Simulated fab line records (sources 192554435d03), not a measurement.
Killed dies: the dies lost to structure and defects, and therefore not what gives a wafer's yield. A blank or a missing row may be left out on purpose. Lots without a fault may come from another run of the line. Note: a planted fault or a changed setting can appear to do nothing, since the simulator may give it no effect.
Lot-split experiment | flow n5 finfet | on a route of 1938 steps: 7 lots, 21 wafers read

SPLIT DETAILS
At N5_BEOL_M3_TRENCH_ETCH_37 (etches SiOC in C4F6/O2, target depth 55.555 nm, time 29.2 s), the setting bias w was moved away from the recipe's 185 W on 6 of the 21 wafers read, by -16.1% to +17.6%. For the rest of the wafers, this setting stayed at what the recipe calls for.

FROM THE SPLIT TO THE READING: what the file shows between them, 2 steps
- N5_BEOL_M3_ETCH_41: etches SiCN in CH3F/O2, target depth 29.9 nm, time 52.5 s
- N5_BEOL_M3_STRIP_97: strips in N2/H2, time 10 s

THE READING
trench depth nm, in nm, at N5_BEOL_M3_OCD_MEAS_38. A value of 55.5 nm with a standard deviation of 0.84 nm is what fault-free wafers of this fab line usually give.

wafer  | tool, chamber at the split | bias w as run, W | against the recipe | trench depth nm, nm | against lot-mates on the recipe
L078.3 | rie diel-02, 0             | 185              | recipe             | 54.9                | -
L078.4 | rie diel-02, 1             | 185              | recipe             | 55.8                | -
L078.6 | rie diel-02, 2             | 185              | recipe             | 56.2                | -
L080.1 | rie diel-02, 0             | 185              | recipe             | 55.0                | -
L080.2 | rie diel-02, 2             | 185              | recipe             | 55.1                | -
L080.6 | rie diel-02, 1             | 217.6            | +17.6%             | 59.3                | +4.2
L082.1 | rie diel-02, 0             | 185              | recipe             | 55.6                | -
L082.3 | rie diel-02, 2             | 185              | recipe             | 56.7                | -
L082.6 | rie diel-02, 0             | 185              | recipe             | 55.8                | -
L084.2 | rie diel-06, 0             | 157.6            | -14.8%             | 52.7                | -1.4
L084.3 | rie diel-06, 3             | 157.6            | -14.8%             | 52.9                | -1.2
L084.4 | rie diel-06, 2             | 185              | recipe             | 54.1                | -
L087.2 | rie diel-06, 3             | 155.3            | -16.1%             | 53.4                | -3.1
L087.3 | rie diel-06, 0             | 185              | recipe             | 56.5                | -
L087.6 | rie diel-06, 3             | 155.3            | -16.1%             | 52.5                | -4.0
L093.1 | rie diel-06, 2             | 185              | recipe             | 55.3                | -
L093.3 | rie diel-06, 0             | 200.9            | +8.6%              | 58.8                | +3.2
L093.6 | rie diel-06, 3             | 185              | recipe             | 55.8                | -
L094.2 | rie diel-01, 3             | 185              | recipe             | 54.7                | -
L094.3 | rie diel-01, 1             | 185              | recipe             | 54.2                | -
L094.5 | rie diel-01, 0             | 185              | recipe             | 54.8                | -

FIT RESULTS
A straight line over all 21 wafers: trench depth nm changes by +0.194 nm for each +1% of bias w; r = +0.89; the points scatter about the line by 0.82 nm.
The same after taking each lot's own level away (the mean of its wafers on the recipe; 21 wafers): +0.197 nm for each +1%; r = +0.91; scatter 0.72 nm.
That fit puts the effect of the largest move of bias w on the reading at 3.5 nm.
The span of the lots' own levels, 54.10 to 56.50 nm, comes to 2.9 times the standard deviation stated above.
The two slopes agree, so the slope changes little with the lot-to-lot level.
Check: for one of the wafers moved furthest among these (+17.6%), held out of the fit, the line's prediction against its lot-mates is +3.41 nm. Against them it came out at +4.25 nm.
Tool readings at the split's step, against how far the setting was moved: rf vpp V r = +0.99.

THE OTHER SPLITS THESE WAFERS WENT THROUGH
These wafers also went through other splits before the reading. Each is held against what the fit with the lots' levels taken away leaves over:
other split on the same wafers    | wafers away from the commonest value | r with trench depth nm (lot level and that fit taken away)
N5_BEOL_M0_SAQP_PECVD_97 time s   | 7                                    | -0.01
N5_BEOL_M0_SAQP_PEB_12 peb time s | 9                                    | +0.05
N5_BEOL_M0_DEP_125 time s         | 9                                    | +0.04
N5_BEOL_M1_EXPOSE_25 dose mj      | 7                                    | -0.13

THE WHOLE CHAIN: every reading that the file lists as answering this split, in the file's order
step                      | what it does                                                | reading                                                                   | change (the file's fit)               | r (the file's)
N5_BEOL_M3_TRENCH_ETCH_37 | etches SiOC in C4F6/O2, target depth 55.555 nm, time 29.2 s | rf vpp V                                                                  | +5.22 V for each +1% of the setting   | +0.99
N5_BEOL_M3_TRENCH_ETCH_37 | etches SiOC in C4F6/O2, target depth 55.555 nm, time 29.2 s | etch.depth nm (the simulator's own value, which no gauge read)            | +0.195 nm for each +1% of the setting | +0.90
N5_BEOL_M3_TRENCH_ETCH_37 | etches SiOC in C4F6/O2, target depth 55.555 nm, time 29.2 s | BEOL_M3.feature depth nm (the simulator's own value, which no gauge read) | +0.195 nm for each +1% of the setting | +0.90
N5_BEOL_M3_OCD_MEAS_38    |                                                             | trench depth nm                                                           | +0.206 nm for each +1% of the setting | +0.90

FILE'S OWN FIT
trench depth nm changes by +0.206 nm for each +1% of bias w, r = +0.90.
